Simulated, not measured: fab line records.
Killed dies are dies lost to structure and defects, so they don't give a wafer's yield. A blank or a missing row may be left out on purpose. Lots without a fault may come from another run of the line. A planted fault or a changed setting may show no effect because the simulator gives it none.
fab line records	flow n5-finfet	part 1 of 2: steps 1 to 4 of 6
record: lots: 24	wafers: 72	last-day: 18
route steps=1938 shown PMOS_HMC_CHANNEL_EPI@66 FIN_SAQP@98
lots untouched by any fault: they come from a run of this same line in which no faults occurred
start-h: start of the lot's first displayed wafer, in hours after the record's first day	wait-h: time in hours since the lot's previous step	" as in the row above	L1.1+2: several wafers, shown together as one row	- no value, or no start was given	* or withheld: withheld	< > ~ a bound
route shown NAME@n: names a module that has steps shown in the file, with the first one's number in the route	usual: mean/standard deviation taken from wafers without a fault	same: alike in all rows	chamber/n: place in a boat	sites: the reading at each site	_std_site: the standard deviation of these	_edge_site: mean of outer sites minus mean of inner sites	radius-mm: how far each site lies from the wafer's centre	mask NAME#n: copy n	behind: the tool/chamber that last shaped the wafer	hold: what put the lot on hold/how long, in hours/how the hold closed	device: the n, p or np transistor that did not switch	end of line: the tests these same wafers got at the end of their route	step lacking rows: just its recipe	killed: the dies lost at the first sort to structure and to defects; this is not the yield of the wafer	map: a wafer's dies, marking killed ones x, the rest . and places with no die _
set.NAME: the run value of the setting; set.NAME@STEP: its run value at that earlier step	model.NAME: the simulator's own value behind a step, which no gauge read
route steps across a sampled set of lots; one table per step, one row per wafer
services: the hour from which a tool's chamber was out of use, counted from the record's first day as start-h (under 0 if before that day), plus the number of hours and why
== steps ==
step: N5_PMOS_HMC_CHANNEL_EPI_OVL_MEAS_10
recipe: points-per-wafer: 44
usual: PMOS_HMC_BLK_OVL: 0.3/0.73
lot.wafer	tool	chamber	start-h	wait-h	PMOS_HMC_BLK_OVL[nm]
L074.2	overlay-01	0	17.33	0.0	1.0
L074.3	"	0	"	"	0.8
L074.4	"	0	"	"	0.2
L075.1	overlay-02	0	23.24	0.0	0.9
L075.2	"	0	"	"	-0.3
L075.3	"	0	"	"	1.9
L076.1	overlay-01	0	29.59	0.0	0.1
L076.2	"	0	"	"	0.8
L076.5	"	0	"	"	0.6
L077.3	overlay-02	0	35.34	0.0	0.0
L077.4	"	0	"	"	-0.1
L077.6	"	0	"	"	0.4
L078.4	overlay-01	0	41.08	0.0	-0.5
L078.5	"	0	"	"	-0.7
L078.6	"	0	"	"	-0.6
L079.2	overlay-02	0	47.26	0.0	-0.2
L079.3	"	0	"	"	0.1
L079.6	"	0	"	"	0.9
L080.1	overlay-01	0	53.45	0.0	0.2
L080.3	"	0	"	"	0.6
L080.4	"	0	"	"	-0.4
L081.1	overlay-02	0	59.04	0.0	0.1
L081.2	"	0	"	"	1.8
L081.6	"	0	"	"	1.0
L082.2	overlay-01	0	65.54	0.0	0.4
L082.4	"	0	"	"	1.0
L082.5	"	0	"	"	0.2
L083.3	overlay-02	0	71.35	0.0	0.9
L083.4	"	0	"	"	1.9
L083.5	"	0	"	"	1.2
L084.1	overlay-02	0	77.56	0.0	0.1
L084.5	"	0	"	"	-0.1
L084.6	"	0	"	"	-0.1
L085.2	overlay-01	0	82.94	0.0	0.3
L085.4	"	0	"	"	0.3
L085.5	"	0	"	"	1.2
L086.2	overlay-01	0	89.17	0.0	0.2
L086.3	"	0	"	"	0.4
L086.6	"	0	"	"	-0.9
L087.2	overlay-02	0	96.11	0.0	1.0
L087.3	"	0	"	"	-0.6
L087.5	"	0	"	"	-1.5
L088.1	overlay-01	0	101.62	0.0	-0.2
L088.4	"	0	"	"	-0.7
L088.5	"	0	"	"	-1.0
L089.2	overlay-02	0	107.26	0.0	0.5
L089.3	"	0	"	"	1.0
L089.6	"	0	"	"	0.8
L090.2	overlay-02	0	113.34	0.0	1.1
L090.3	"	0	"	"	0.2
L090.5	"	0	"	"	0.6
L091.1	overlay-01	0	119.17	0.0	0.7
L091.4	"	0	"	"	-1.0
L091.5	"	0	"	"	-0.2
L092.1	overlay-02	0	125.88	0.0	1.6
L092.2	"	0	"	"	0.0
L092.3	"	0	"	"	0.7
L093.3	overlay-01	0	132.07	0.0	-0.1
L093.5	"	0	"	"	0.8
L093.6	"	0	"	"	0.2
L094.1	overlay-01	0	137.36	0.0	0.0
L094.4	"	0	"	"	0.8
L094.5	"	0	"	"	0.1
L095.2	overlay-02	0	143.25	0.0	1.0
L095.4	"	0	"	"	1.0
L095.6	"	0	"	"	0.7
L096.1	overlay-02	0	149.12	0.0	-0.4
L096.2	"	0	"	"	0.0
L096.4	"	0	"	"	0.7
L097.2	overlay-01	0	155.14	0.0	-0.6
L097.4	"	0	"	"	-0.4
L097.5	"	0	"	"	0.2
step: N5_PMOS_HMC_CHANNEL_EPI_ETCH_38
recipe: chemistry: CF4	target: SiO2	target-depth-a: 15	ion-energy-ev: 350	pressure-mtorr: 10	icp-w: 800	bias-w: 400	cf4-flow-sccm: 80
usual: cf4-flow-sccm: 79.99/0.26	drypump-motor-current-A: 5.7/0.47	oes-product-au: 1.004/0.016	throttle-valve-pct: 21.79/0.23
lot.wafer	tool	chamber	start-h	wait-h	cf4-flow-sccm	drypump-motor-current-A	oes-product-au	rf-hours-counter-h	throttle-valve-pct
L074.2	rie-si-04	1	18.02	0.0	80.31	6.4	1.013	126	21.78
L074.3	"	3	"	"	79.90	5.9	0.978	84	21.73
L074.4	"	0	"	"	80.26	5.9	0.989	65	21.78
L075.1	rie-si-04	3	24.40	0.0	80.06	5.9	0.974	84	21.74
L075.2	"	1	"	"	80.66	6.5	1.005	126	21.79
L075.3	"	0	"	"	79.61	5.9	0.998	65	21.79
L076.1	rie-si-04	0	30.39	0.0	79.86	6.0	0.990	65	21.78
L076.2	"	2	"	"	79.91	5.2	0.984	72	21.86
L076.5	"	0	"	"	79.95	6.0	0.988	-	21.76
L077.3	rie-si-01	0	35.83	0.0	79.75	5.8	1.010	0	21.90
L077.4	"	1	"	"	80.23	6.3	1.001	173	21.82
L077.6	"	1	"	"	80.18	6.2	0.996	-	21.85
L078.4	rie-si-01	1	41.58	0.0	79.90	6.3	1.004	173	21.83
L078.5	"	1	"	"	79.92	6.2	0.992	-	21.84
L078.6	"	0	"	"	80.41	5.8	1.011	-	21.90
L079.2	rie-si-04	2	47.76	0.0	79.90	5.2	0.994	73	21.86
L079.3	"	3	"	"	79.97	5.9	0.999	84	21.73
L079.6	"	2	"	"	80.32	5.2	0.995	-	21.86
L080.1	rie-si-01	1	53.95	0.0	79.87	6.3	0.991	173	21.82
L080.3	"	3	"	"	79.97	4.9	1.029	183	21.70
L080.4	"	2	"	"	80.08	5.5	1.008	121	22.30
L081.1	rie-si-04	1	59.54	0.0	80.00	6.4	1.014	127	21.79
L081.2	"	2	"	"	79.86	5.2	0.991	73	21.86
L081.6	"	1	"	"	80.04	6.4	1.015	-	21.77
L082.2	rie-si-03	1	66.04	0.0	79.71	5.5	1.035	153	21.43
L082.4	"	0	"	"	79.96	5.6	1.006	189	21.36
L082.5	"	0	"	"	80.17	5.7	1.001	-	21.37
L083.3	rie-si-03	1	72.20	0.0	79.63	5.5	1.026	153	21.43
L083.4	"	0	"	"	79.83	5.6	1.009	189	21.36
L083.5	"	1	"	"	79.96	5.5	1.010	-	21.42
L084.1	rie-si-03	3	78.05	0.0	80.11	6.4	1.008	6	22.08
L084.5	"	1	"	"	79.73	5.5	1.030	-	21.42
L084.6	"	2	"	"	79.74	5.2	0.988	-	21.69
L085.2	rie-si-03	3	84.10	0.0	79.85	6.4	1.014	6	22.08
L085.4	"	0	"	"	80.08	5.6	1.015	189	21.37
L085.5	"	2	"	"	80.17	5.2	0.986	-	21.68
L086.2	rie-si-01	2	89.76	0.0	79.82	5.5	1.006	121	22.28
L086.3	"	0	"	"	80.32	5.8	1.008	1	21.91
L086.6	"	3	"	"	80.01	4.9	1.028	-	21.69
L087.2	rie-si-04	0	96.60	0.0	79.80	6.0	0.996	66	21.77
L087.3	"	3	"	"	80.36	5.9	0.971	85	21.74
L087.5	"	1	"	"	79.69	6.4	1.001	-	21.78
L088.1	rie-si-03	0	102.14	0.0	80.09	5.6	1.013	189	21.38
L088.4	"	0	"	"	80.03	5.6	1.013	-	21.39
L088.5	"	1	"	"	79.92	5.5	1.023	-	21.43
L089.2	rie-si-04	3	107.75	0.0	80.02	5.9	0.974	85	21.74
L089.3	"	0	"	"	80.04	6.0	1.003	66	21.77
L089.6	"	3	"	"	80.27	5.9	0.974	-	21.76
L090.2	rie-si-03	3	113.90	0.0	79.81	6.4	1.011	7	22.08
L090.3	"	1	"	"	80.40	5.5	1.027	154	21.41
L090.5	"	3	"	"	79.88	6.4	1.017	-	22.08
L091.1	rie-si-04	1	119.88	0.0	79.72	6.4	1.005	128	21.80
L091.4	"	0	"	"	79.89	5.9	0.999	67	21.78
L091.5	"	3	"	"	79.66	5.9	0.971	-	21.75
L092.1	rie-si-03	0	126.38	0.0	80.07	5.6	1.016	190	21.36
L092.2	"	2	"	"	79.70	5.1	0.991	94	21.70
L092.3	"	3	"	"	80.17	6.4	1.008	7	22.07
L093.3	rie-si-01	0	132.67	0.0	80.05	5.8	1.022	2	21.90
L093.5	"	3	"	"	80.24	4.9	1.039	-	21.71
L093.6	"	2	"	"	79.83	5.5	1.003	-	22.30
L094.1	rie-si-04	1	138.18	0.0	79.65	6.5	1.014	129	21.79
L094.4	"	0	"	"	80.16	6.0	0.996	67	21.78
L094.5	"	0	"	"	79.85	5.9	1.010	-	21.78
L095.2	rie-si-01	1	143.75	0.0	79.34	6.3	0.998	175	21.84
L095.4	"	3	"	"	79.62	4.9	1.027	185	21.70
L095.6	"	1	"	"	79.76	6.3	1.002	-	21.84
L096.1	rie-si-04	1	149.91	0.0	80.29	6.5	1.011	129	21.79
L096.2	"	3	"	"	79.93	5.9	0.979	86	21.74
L096.4	"	0	"	"	79.94	6.0	0.999	67	21.77
L097.2	rie-si-01	2	155.63	0.0	79.85	5.5	1.018	123	22.30
L097.4	"	0	"	"	79.78	5.8	1.004	2	21.92
L097.5	"	3	"	"	80.03	4.9	1.024	-	21.69
step: N5_FIN_SAQP_PECVD_47
recipe: material: a-Si	target-thk-a: 450	temp-c: 400	precursor: SiH4/He	pressure-torr: 3	rf-w: 100	time-s: 36.3
usual: heater-power-w: 862/120	showerhead-plenum-p-Torr: 5.65/0.038	throttle-valve-pct: 17.9/0.79
lot.wafer	tool	chamber	start-h	wait-h	heater-power-w	showerhead-plenum-p-Torr	throttle-valve-pct
L074.2	pecvd-04	2	20.99	0.0	1038	5.58	17.3
L074.3	"	1	"	"	979	5.63	17.5
L074.4	"	2	"	"	1033	5.58	17.5
L075.1	pecvd-01	1	27.50	0.0	649	5.58	17.8
L075.2	"	2	"	"	840	5.67	16.1
L075.3	"	2	"	"	848	5.69	16.0
L076.1	pecvd-02	0	33.37	0.0	913	5.66	18.2
L076.2	"	1	"	"	787	5.64	18.2
L076.5	"	1	"	"	780	5.65	18.4
L077.3	pecvd-02	2	38.83	0.0	918	5.69	17.5
L077.4	"	2	"	"	903	5.68	17.6
L077.6	"	1	"	"	767	5.66	18.5
L078.4	pecvd-02	1	44.64	0.1	784	5.65	18.4
L078.5	"	2	"	"	991	5.69	17.7
L078.6	"	0	"	"	938	5.65	18.3
L079.2	pecvd-02	0	50.79	0.0	917	5.68	18.4
L079.3	"	2	"	"	1045	5.68	17.6
L079.6	"	2	"	"	1051	5.67	17.3
L080.1	pecvd-04	1	56.91	0.0	982	5.64	17.2
L080.3	"	2	"	"	1014	5.59	17.2
L080.4	"	1	"	"	1004	5.63	17.7
L081.1	pecvd-02	2	63.15	0.0	967	5.68	17.5
L081.2	"	0	"	"	892	5.68	18.5
L081.6	"	0	"	"	884	5.67	18.2
L082.2	pecvd-01	0	69.13	0.0	800	5.61	19.6
L082.4	"	1	"	"	583	5.58	17.6
L082.5	"	0	"	"	813	5.63	19.6
L083.3	pecvd-01	2	75.76	0.0	734	5.70	16.0
L083.4	"	0	"	"	818	5.61	19.3
L083.5	"	1	"	"	665	5.60	18.0
L084.1	pecvd-04	0	81.48	0.0	908	5.70	18.0
L084.5	"	1	"	"	1040	5.63	17.6
L084.6	"	0	"	"	902	5.68	17.9
L085.2	pecvd-02	0	87.47	0.0	931	5.66	18.6
L085.4	"	1	"	"	745	5.66	18.5
L085.5	"	2	"	"	1013	5.68	17.8
L086.2	pecvd-01	2	94.26	0.0	851	5.71	16.3
L086.3	"	0	"	"	704	5.60	19.2
L086.6	"	2	"	"	826	5.70	15.9
L087.2	pecvd-02	0	101.23	0.0	905	5.66	18.4
L087.3	"	1	"	"	776	5.65	18.4
L087.5	"	0	"	"	907	5.66	18.3
L088.1	pecvd-04	0	105.54	0.0	916	5.69	17.9
L088.4	"	1	"	"	980	5.65	17.6
L088.5	"	0	"	"	903	5.69	18.3
L089.2	pecvd-02	0	110.73	0.0	806	5.67	18.3
L089.3	"	1	"	"	740	5.65	18.7
L089.6	"	2	"	"	1065	5.68	17.6
L090.2	pecvd-02	0	116.99	0.0	858	5.65	18.5
L090.3	"	2	"	"	1068	5.68	17.9
L090.5	"	1	"	"	701	5.66	18.4
L091.1	pecvd-01	0	123.29	0.0	741	5.62	19.1
L091.4	"	1	"	"	653	5.60	17.7
L091.5	"	2	"	"	853	5.69	16.4
L092.1	pecvd-02	2	130.63	0.0	878	5.67	17.8
L092.2	"	0	"	"	909	5.68	18.1
L092.3	"	1	"	"	807	5.64	18.5
L093.3	pecvd-02	1	136.82	0.0	764	5.65	18.3
L093.5	"	0	"	"	846	5.67	18.2
L093.6	"	2	"	"	913	5.68	17.7
L094.1	pecvd-01	0	141.14	0.0	712	5.60	19.2
L094.4	"	2	"	"	890	5.70	15.8
L094.5	"	1	"	"	688	5.58	17.7
L095.2	pecvd-02	0	146.71	0.0	875	5.67	18.1
L095.4	"	2	"	"	1060	5.67	17.8
L095.6	"	0	"	"	897	5.66	18.2
L096.1	pecvd-01	1	152.92	0.0	702	5.58	17.8
L096.2	"	2	"	"	871	5.71	16.1
L096.4	"	2	"	"	862	5.70	16.3
L097.2	pecvd-04	2	158.75	0.0	1038	5.58	18.1
L097.4	"	2	"	"	1043	5.59	17.9
L097.5	"	1	"	"	994	5.64	17.4
step: N5_FIN_SAQP_HM_OPEN_73
recipe: chemistry: CHF3/O2	target: SiO2	stop-on: a-Si	target-depth-a: 120	over-etch-frac: 1.8	mask-material: SOC	time-s: 16.8	pressure-mtorr: 30	source-w: 650	bias-w: 170	Ar_flow_sccm: 200	CHF3_flow_sccm: 50	O2_flow_sccm: 5	ion-energy-ev: 200	ends: end-point
usual: CHF3_flow_sccm: 50.02/0.14	drypump-motor-current-A: 5.5/0.35	oes-product-au: 0.47/0.05	rf-vpp-V: 525/5.3	showerhead-plenum-p-Torr: 2.42/0.072	throttle-valve-pct: 18.89/0.28
lot.wafer	tool	chamber	start-h	wait-h	CHF3_flow_sccm	drypump-motor-current-A	oes-product-au	rf-hours-counter-h	rf-vpp-V	showerhead-plenum-p-Torr	throttle-valve-pct
L074.2	rie-diel-03	1	21.90	0.0	49.84	5.6	0.44	172	532	2.41	18.82
L074.3	"	3	"	"	50.08	5.6	0.43	202	528	2.49	19.34
L074.4	"	2	"	"	50.05	5.7	0.43	230	527	2.29	18.77
L075.1	rie-diel-04	3	28.46	0.0	49.86	5.5	0.42	235	523	2.47	18.64
L075.2	"	1	"	"	49.97	5.7	0.42	205	526	2.49	18.96
L075.3	"	0	"	"	50.20	5.4	0.57	5	524	2.56	18.94
L076.1	rie-diel-03	2	34.32	0.0	50.01	5.6	0.42	235	526	2.29	18.77
L076.2	"	1	"	"	50.25	5.6	0.45	177	530	2.41	18.82
L076.5	"	0	"	"	49.92	5.1	0.42	-	516	2.37	19.17
L077.3	rie-diel-03	0	39.65	0.0	49.82	5.0	0.41	250	517	2.37	19.16
L077.4	"	3	"	"	50.06	5.7	0.43	205	530	2.49	19.32
L077.6	"	2	"	"	49.91	5.7	0.43	-	529	2.29	18.78
L078.4	rie-diel-06	3	45.89	0.0	49.99	6.5	0.45	161	531	2.50	18.92
L078.5	"	3	"	"	50.25	6.4	0.46	-	531	2.50	18.91
L078.6	"	2	"	"	50.00	5.0	0.53	-	521	2.37	18.96
L079.2	rie-diel-03	3	51.62	0.0	50.15	5.7	0.43	211	530	2.49	19.34
L079.3	"	2	"	"	49.77	5.7	0.41	242	528	2.28	18.79
L079.6	"	2	"	"	49.79	5.7	0.43	-	528	2.28	18.79
L080.1	rie-diel-03	3	57.74	0.0	50.02	5.6	0.42	214	528	2.48	19.33
L080.3	"	1	"	"	50.12	5.6	0.44	188	530	2.40	18.83
L080.4	"	2	"	"	50.18	5.6	0.42	-	526	2.28	18.79
L081.1	rie-diel-06	1	64.10	0.0	50.08	5.3	0.48	95	519	2.33	19.05
L081.2	"	2	"	"	49.86	5.0	0.52	50	521	2.36	18.98
L081.6	"	1	"	"	49.83	5.3	0.48	-	519	2.33	19.04
L082.2	rie-diel-06	1	70.08	0.0	50.17	5.3	0.47	97	518	2.33	19.05
L082.4	"	3	"	"	50.26	6.5	0.44	170	532	2.50	18.94
L082.5	"	1	"	"	50.05	5.4	0.47	-	518	2.33	19.04
L083.3	rie-diel-03	0	76.98	0.0	49.98	5.1	0.57	4	516	2.37	18.79
L083.4	"	1	"	"	50.03	5.5	0.44	-	531	2.40	18.84
L083.5	"	3	"	"	49.98	5.7	0.42	-	529	2.48	19.33
L084.1	rie-diel-03	1	82.43	0.0	50.08	5.6	0.43	198	530	2.40	18.84
L084.5	"	0	"	"	49.96	5.1	0.56	-	517	2.37	18.78
L084.6	"	1	"	"	50.11	5.5	0.44	-	531	2.40	18.83
L085.2	rie-diel-06	0	88.42	0.0	49.96	5.5	0.45	162	517	2.41	18.65
L085.4	"	3	"	"	50.10	6.5	0.44	176	531	2.50	18.93
L085.5	"	3	"	"	50.15	6.5	0.44	-	531	2.50	18.94
L086.2	rie-diel-03	0	95.21	0.0	50.22	5.1	0.55	11	517	2.37	18.79
L086.3	"	3	"	"	50.04	5.7	0.41	228	530	2.48	19.35
L086.6	"	2	"	"	49.83	5.6	0.58	-	536	2.57	18.39
L087.2	rie-diel-04	3	102.18	0.0	49.91	5.5	0.57	8	523	2.46	18.27
L087.3	"	2	"	"	50.04	5.7	0.53	20	526	2.46	18.27
L087.5	"	1	"	"	50.12	5.8	0.41	-	525	2.48	19.01
L088.1	rie-diel-03	1	106.49	0.0	50.04	5.6	0.43	208	531	2.39	18.87
L088.4	"	0	"	"	49.84	5.1	0.56	-	515	2.37	18.79
L088.5	"	1	"	"	49.83	5.6	0.44	-	531	2.39	18.86
L089.2	rie-diel-03	1	111.78	0.0	49.97	5.5	0.43	211	531	2.39	18.86
L089.3	"	3	"	"	50.05	5.7	0.42	-	529	2.48	19.38
L089.6	"	3	"	"	49.96	5.7	0.41	-	529	2.48	19.37
L090.2	rie-diel-06	1	117.94	0.0	50.07	5.3	0.47	111	518	2.32	19.06
L090.3	"	2	"	"	49.97	5.0	0.50	69	522	2.36	18.99
L090.5	"	0	"	"	50.00	5.5	0.45	-	519	2.41	18.68
L091.1	rie-diel-06	0	124.53	0.0	49.89	5.5	0.45	174	518	2.41	18.66
L091.4	"	1	"	"	49.89	5.4	0.46	114	518	2.32	19.06
L091.5	"	2	"	"	49.88	5.0	0.49	-	522	2.35	19.00
L092.1	rie-diel-06	3	131.45	0.0	50.09	6.5	0.43	191	529	2.49	18.96
L092.2	"	1	"	"	50.11	5.3	0.46	116	519	2.32	19.09
L092.3	"	2	"	"	50.06	5.0	0.50	75	521	2.35	19.00
L093.3	rie-diel-04	3	138.09	0.0	49.91	5.5	0.55	19	522	2.46	18.27
L093.5	"	3	"	"	50.16	5.5	0.56	-	522	2.46	18.29
L093.6	"	2	"	"	49.89	5.7	0.53	-	525	2.46	18.30
L094.1	rie-diel-04	3	142.10	0.0	50.11	5.5	0.54	21	523	2.46	18.27
L094.4	"	0	"	"	49.88	5.4	0.50	49	523	2.54	18.99
L094.5	"	0	"	"	50.14	5.4	0.50	-	524	2.54	19.00
L095.2	rie-diel-03	2	147.69	0.0	50.11	5.7	0.55	13	534	2.57	18.43
L095.4	"	1	"	"	50.10	5.6	0.42	224	529	2.39	18.90
L095.6	"	0	"	"	50.04	5.1	0.54	-	516	2.36	18.81
L096.1	rie-diel-06	1	153.93	0.0	50.22	5.3	0.45	125	518	2.32	19.09
L096.2	"	0	"	"	49.87	5.5	0.44	185	517	2.40	18.67
L096.4	"	3	"	"	49.88	6.5	0.43	199	531	2.49	18.98
L097.2	rie-diel-04	2	159.70	0.0	50.07	5.7	0.52	39	523	2.45	18.33
L097.4	"	0	"	"	49.93	5.4	0.51	-	525	2.54	19.02
L097.5	"	2	"	"	50.00	5.7	0.53	-	525	2.45	18.32
